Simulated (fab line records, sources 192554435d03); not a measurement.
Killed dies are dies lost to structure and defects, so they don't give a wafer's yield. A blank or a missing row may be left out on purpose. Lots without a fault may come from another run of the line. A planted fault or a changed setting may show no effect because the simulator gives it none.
One fault seen from 3 desks | flow n5_finfet | each desk has only its own numbers; what lay behind them comes last

THE TOOL OWNER'S DESK: ald_sin-03
The tool's own readings at N5_ILD0_ALD_15 (deposits SiNx, target thk 24 nm, pulse time 1 s, ald cycles 480): means of the sampled wafers that have a number, for each lot that ran on this tool. A lot is out of limits, marked OUT, if its mean lies more than 4 standard deviations from the usual mean; the brackets give that distance.
Columns: A = heater_power_w at N5_ILD0_ALD_15, usual 815 W; B = precursor_pulse_height_rel at N5_ILD0_ALD_15, usual 1.001
lot  | first seen here | A   | B
L659 | day 4 10:43     | 882 | 0.995
L660 | day 4 15:38     | 877 | 1.000
L662 | day 4 22:23     | 812 | 1.000
L664 | day 5 07:09     | 916 | 1.006
This desk's finding: nothing out of limits on any of the 4 lots.

THE METROLOGY DESK
What the gauges read, lot by lot, whatever tool the lot ran on: means of the sampled wafers that have a number. A lot is out of limits, marked OUT, if its mean lies more than 4 standard deviations from the usual mean; the brackets give that distance.
Columns: A = SDB_OVL at N5_SDB_OVL_MEAS_12, usual 0.1 nm
lot  | first seen here | A
L657 | day 3 22:02     | 0.1
L658 | day 4 04:53     | -0.4
L659 | day 4 13:45     | -0.2
L660 | day 4 18:34     | 0.2
L661 | day 4 22:28     | -0.1
L662 | day 5 01:19     | -0.6
L663 | day 5 05:00     | -0.3
L664 | day 5 10:12     | 0.0
L668 | day 6 18:45     | 0.2
L669 | day 6 21:20     | -1.0
L670 | day 7 01:27     | 1.2
L673 | day 7 15:42     | -0.5
L677 | day 8 19:11     | -0.3
This desk's finding: nothing out of limits on any of the 13 lots.

THE DEFECT DESK
What the inspections along the route counted, lot by lot: means of the sampled wafers that have a number. A lot is out of limits, marked OUT, if its mean lies more than 4 standard deviations from the usual mean; the brackets give that distance.
Columns: A = raw_defect_count at N5_ILD0_INSPECT_06, usual 42
lot  | first seen here | A
L657 | day 3 21:31     | 38
L658 | day 4 04:22     | 39
L659 | day 4 13:14     | 38
L660 | day 4 18:10     | 19
L661 | day 4 21:57     | 29
L662 | day 5 00:54     | 52
L663 | day 5 04:28     | 39
L664 | day 5 09:41     | 55
L668 | day 6 18:14     | 41
L669 | day 6 20:55     | 32
L670 | day 7 00:54     | 50
L673 | day 7 15:11     | 37
L677 | day 8 18:40     | 50
This desk's finding: nothing out of limits on any of the 13 lots.

PUT TOGETHER
The tool owner's desk saw nothing out of limits.
The metrology desk saw nothing out of limits.
The defect desk saw nothing out of limits.

WHAT THE SIMULATOR HAD PUT IN
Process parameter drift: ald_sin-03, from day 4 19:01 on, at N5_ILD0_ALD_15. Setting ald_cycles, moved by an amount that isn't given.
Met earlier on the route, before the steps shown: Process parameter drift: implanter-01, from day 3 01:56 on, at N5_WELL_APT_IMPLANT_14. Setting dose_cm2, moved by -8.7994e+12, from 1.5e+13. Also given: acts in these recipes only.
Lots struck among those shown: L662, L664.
